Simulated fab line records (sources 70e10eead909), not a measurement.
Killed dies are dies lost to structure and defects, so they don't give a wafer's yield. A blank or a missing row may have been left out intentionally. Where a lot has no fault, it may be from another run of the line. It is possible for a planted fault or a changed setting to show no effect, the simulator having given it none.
Matching of chambers :: flow nand harc :: NHARC_A_STAIRCASE_DEP_325 on pecvd-03 has 3 sister chambers
The step deposits SiO2, target thk 7200 nm. 6 wafers are shown with their chamber, then 12 later ones without.

EACH WAFER AND ITS CHAMBER
wafer: L079.6
chamber: 0
heater power w (W): 491

wafer: L083.3
chamber: 0
heater power w (W): 581

wafer: L086.5
chamber: 2
heater power w (W): 626

wafer: L090.2
chamber: 2
heater power w (W): 687

wafer: L090.3
chamber: 1
heater power w (W): 726

wafer: L090.6
chamber: 1
heater power w (W): 562

WAFERS MISSING THEIR CHAMBER
wafer: L092.2
heater power w (W): 652

wafer: L092.5
heater power w (W): 642

wafer: L092.6
heater power w (W): 592

wafer: L095.2
heater power w (W): 678

wafer: L095.3
heater power w (W): 716

wafer: L095.6
heater power w (W): 586

wafer: L096.2
heater power w (W): 725

wafer: L096.3
heater power w (W): 560

wafer: L096.5
heater power w (W): 639

wafer: L097.3
heater power w (W): 741

wafer: L097.5
heater power w (W): 653

wafer: L097.6
heater power w (W): 574

CHAMBER TAKEN BY EACH
wafer: L092.2
from the rows above: can't be placed: 2 or 1 or 0
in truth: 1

wafer: L092.5
from the rows above: can't be placed: 1 or 2 or 0
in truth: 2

wafer: L092.6
from the rows above: can't be placed: 1 or 0 or 2
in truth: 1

wafer: L095.2
from the rows above: can't be placed: 2 or 1 or 0
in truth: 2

wafer: L095.3
from the rows above: can't be placed: 2 or 1 or 0
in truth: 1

wafer: L095.6
from the rows above: can't be placed: 0 or 1 or 2
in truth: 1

wafer: L096.2
from the rows above: can't be placed: 2 or 1 or 0
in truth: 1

wafer: L096.3
from the rows above: can't be placed: 0 or 1 or 2
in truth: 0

wafer: L096.5
from the rows above: can't be placed: 1 or 2 or 0
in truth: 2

wafer: L097.3
from the rows above: can't be placed: 2 or 1 or 0
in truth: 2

wafer: L097.5
from the rows above: can't be placed: 2 or 1 or 0
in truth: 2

wafer: L097.6
from the rows above: can't be placed: 0 or 1 or 2
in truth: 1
0 of 12 placed correctly. Can't be placed from these rows: 12 (the true chamber is among the candidates in 12). Wrongly placed: 0.
How it was worked out, from the rows above alone: a wafer's distance from a chamber is the root of the sum, over the readings, of the square of ((its reading less the chamber's mean) divided by the reading's scatter). If the next closest chamber is less than 2 further off than the closest, the wafer can't be placed; otherwise it belongs to the closest. For every chamber, the mean is computed from those of its wafers that are shown. The scatter: the root of (the sum of the squares of (reading less its chamber's mean) over the shown wafers, divided by (wafers less chambers)).
